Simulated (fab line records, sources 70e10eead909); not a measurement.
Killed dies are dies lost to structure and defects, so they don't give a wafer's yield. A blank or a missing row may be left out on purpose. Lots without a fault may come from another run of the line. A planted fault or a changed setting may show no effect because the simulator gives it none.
One fault seen from 3 desks | flow nand_harc | each desk has only its own numbers; what lay behind them comes last

THE TOOL OWNER'S DESK: lpcvd_poly-01
The tool's own readings at NHARC_A_SOURCE_PLATE_CVD_03 (deposits poly-Si, target thk 200 nm, time 4000 s): means of the sampled wafers that have a number, for each lot that ran on this tool. A lot is out of limits, marked OUT, if its mean lies more than 4 standard deviations from the usual mean; the brackets give that distance.
Columns: A = spike_tc_bottom_C at NHARC_A_SOURCE_PLATE_CVD_03, usual 639.7 C; B = spike_tc_centre_C at NHARC_A_SOURCE_PLATE_CVD_03, usual 620.6 C; C = spike_tc_lower_C at NHARC_A_SOURCE_PLATE_CVD_03, usual 621.0 C; D = spike_tc_top_C at NHARC_A_SOURCE_PLATE_CVD_03, usual 637.5 C; E = spike_tc_upper_C at NHARC_A_SOURCE_PLATE_CVD_03, usual 619.1 C; F = tube_center_temp_C at NHARC_A_SOURCE_PLATE_CVD_03, usual 620.01 C
lot  | first seen here | A                | B               | C               | D                | E                | F
L191 | day 7 19:12     | 643.0            | 619.8           | 621.4           | 640.2            | 619.5            | 620.06
L192 | day 8 14:32     | 641.6            | 620.8           | 621.7           | 639.8            | 619.6            | 620.01
L193 | day 8 19:50     | 641.5            | 620.5           | 620.7           | 639.0            | 620.3            | 619.97
L195 | day 9 09:59     | 641.5            | 619.2           | 621.8           | 639.7            | 619.7            | 620.03
L205 | day 13 23:32    | 629.0 (-4.5) OUT | 607.1 (-11) OUT | 609.3 (-12) OUT | 628.2 (-4.2) OUT | 607.5 (-9.6) OUT | 607.72 (-99 or more) OUT
L206 | day 13 23:32    | 629.8 (-4.1) OUT | 607.2 (-11) OUT | 609.5 (-12) OUT | 628.1 (-4.3) OUT | 606.7 (-10) OUT  | 607.68 (-99 or more) OUT
This desk's finding: out of limits on L205, L206; first on L205, day 13 23:32 (spike_tc_bottom_C at NHARC_A_SOURCE_PLATE_CVD_03). In limits: L191, L192, L193, L195.

THE METROLOGY DESK
What the gauges read, lot by lot, whatever tool the lot ran on: means of the sampled wafers that have a number. A lot is out of limits, marked OUT, if its mean lies more than 4 standard deviations from the usual mean; the brackets give that distance.
Columns: A = cd_nm at NHARC_A_ZERO_WELL_CD_MEAS_10, usual 2000.4 nm; B = thk_nm at NHARC_A_SOURCE_PLATE_THK_MEAS_06, usual 200.4 nm
lot  | first seen here | A      | B
L189 | day 6 16:58     | 1999.3 | 200.0
L190 | day 6 18:14     | 2002.2 | 198.6
L191 | day 7 08:07     | 2000.3 | 200.8
L192 | day 8 03:14     | 2000.0 | 199.7
L193 | day 8 06:22     | 2003.2 | 198.8
L195 | day 8 23:03     | 2000.6 | 201.8
L196 | day 9 18:46     | 2001.3 | 199.2
L205 | day 13 09:27    | 1999.9 | 150.7 (-25) OUT
L206 | day 13 14:57    | 2001.0 | 151.2 (-25) OUT
L207 | day 14 05:49    | 2001.6 | 201.5
L208 | day 14 09:58    | 2002.4 | 199.5
L209 | day 14 22:30    | 2002.3 | 202.0
This desk's finding: out of limits on L205, L206; first on L205, day 14 11:20 (thk_nm at NHARC_A_SOURCE_PLATE_THK_MEAS_06). In limits: L189, L190, L191, L192, L193, L195, L196, L207, L208, L209.

THE DEFECT DESK
What the inspections along the route counted, lot by lot: means of the sampled wafers that have a number. A lot is out of limits, marked OUT, if its mean lies more than 4 standard deviations from the usual mean; the brackets give that distance.
Columns: A = raw_defect_count at NHARC_A_START_INSPECT_01, usual 3.8
lot  | first seen here | A
L189 | day 6 16:07     | 2.7
L190 | day 6 17:31     | 5.0
L191 | day 7 07:15     | 4.3
L192 | day 8 02:23     | 4.0
L193 | day 8 05:31     | 3.0
L195 | day 8 22:12     | 3.3
L196 | day 9 17:55     | 1.7
L205 | day 13 08:37    | 4.0
L206 | day 13 14:07    | 5.3
L207 | day 14 04:58    | 3.7
L208 | day 14 09:08    | 4.0
L209 | day 14 21:47    | 3.3
This desk's finding: nothing out of limits on any of the 12 lots.

PUT TOGETHER
The tool owner's desk could have raised an alarm at day 13 23:32, on L205, L206.
The metrology desk could have raised an alarm at day 14 11:20, on L205, L206.
The defect desk saw nothing out of limits.
The defect desk has L205, L206 on record, within its limits.
Of the lots named, all ran NHARC_A_SOURCE_PLATE_CVD_03 on lpcvd_poly-01.

WHAT THE SIMULATOR HAD PUT IN
Process parameter drift: lpcvd_poly-01, from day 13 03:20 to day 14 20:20, at NHARC_A_SOURCE_PLATE_CVD_03. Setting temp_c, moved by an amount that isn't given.
Lots struck among those shown: L205, L206.
Hours from the fault's start to each desk's first reading out of limits: the tool owner's desk, 20; the metrology desk, 32.
